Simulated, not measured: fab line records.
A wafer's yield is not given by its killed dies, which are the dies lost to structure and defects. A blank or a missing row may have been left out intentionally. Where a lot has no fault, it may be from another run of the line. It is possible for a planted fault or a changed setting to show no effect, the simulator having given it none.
Problem report in the 8D (eight disciplines) form, filled by code    flow n5 finfet    the parts of the form that need people (team, actions taken, sign-off) are left out

== 1. WHAT IS WRONG ==
At N5_BEOL_M3_TRENCH_ETCH_37, bias w averages 193.6 W over 9 wafers from 3 lots, while fault-free wafers read 185.0 W, standard deviation 0.57. That puts it +15 standard deviations away from the usual mean.
The step: etches SiOC in C4F6/O2, target depth 55.555 nm, time 29.2 s.
Seen first at day 10 02:01 on rie diel-02, wafer L852.1. The record has a number at this step for 24 wafers belonging to 8 lots. Rule for "out", or "out of limits": more than 4 standard deviations from the usual mean. Any other wafer with a number is counted as sound.

== 2. WHAT IT IS AND WHAT IT IS NOT ==
question                     is                      is not
which readings at this step  bias w, rf vpp V        chamber pressure mTorr, drypump motor current A, oes_o_777_au, oes product au, showerhead plenum p Torr, throttle valve pct
which lots                   L852, L856, L857        L848, L849, L851, L854, L862
which wafers of those lots   all that have a number  -
read on which tools          rie diel-02             rie diel-05, rie diel-06
when                         from day 10 02:01       up to then (6 sound wafers); but 9 sound wafers of L851, L854, L862 came after

== 3. SUSPECTS, AND WHAT RULES EACH OUT ==
Counting: a tool stays on the suspect list if, at a process step up to the reading, it processed all lots that are out and no sound lot following the first of them.
- rie diel-02 at N5_BEOL_M3_STRIP_36 (strips in N2/H2): kept. It ran every lot that is out, first L852 (day 10 01:59), and no sound lot after that; its last sound lot up to then is L849 (day 8 08:41).
- rie diel-02 at N5_BEOL_M3_TRENCH_ETCH_37 (etches SiOC in C4F6/O2, target depth 55.555 nm, time 29.2 s): kept. It ran every lot that is out, first L852 (day 10 02:01), and no sound lot after that; its last sound lot up to then is L849 (day 8 08:43). Its own bias w, rf vpp V readings are out on those wafers.
Left after counting: rie diel-02 at N5_BEOL_M3_STRIP_36, rie diel-02 at N5_BEOL_M3_TRENCH_ETCH_37.

== 4. THE CAUSE (what the simulator had put in) ==
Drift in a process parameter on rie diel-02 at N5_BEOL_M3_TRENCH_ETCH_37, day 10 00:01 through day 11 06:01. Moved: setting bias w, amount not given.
This tool is one of the 2 suspects left after counting.

== 5. SEQUENCE OF EFFECTS, ordered by route ==
Each row: a reading where the mean over the struck wafers with a number is more than 3 standard deviations away from the usual. Only readings for which the record gives a usual standard deviation are gone through. hours: the time from each lot's start at the first step in this table that gives one to its start at this step, as a median over the lots. sigmas: the change in usual standard deviations.
hours  step                       reading   usual    on struck wafers  change  sigmas
0      N5_BEOL_M3_TRENCH_ETCH_37  bias w    185.0 W  193.6             +8.6    +15
0      N5_BEOL_M3_TRENCH_ETCH_37  rf vpp V  662 V    684               +22     +5.3
It contains these process steps:
- N5_BEOL_M3_TRENCH_ETCH_37: etches SiOC in C4F6/O2, target depth 55.555 nm, time 29.2 s.
Later measuring or inspecting steps at which every struck wafer that the step has a row for has a number for every such reading, and none has moved that far: N5_BEOL_M4_RC_MEAS_101.

== 6. WHAT WOULD HAVE CAUGHT IT SOONER ==
In this record the first reading out of limits was taken at day 10 02:01, 2 hours after the fault began at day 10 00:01.
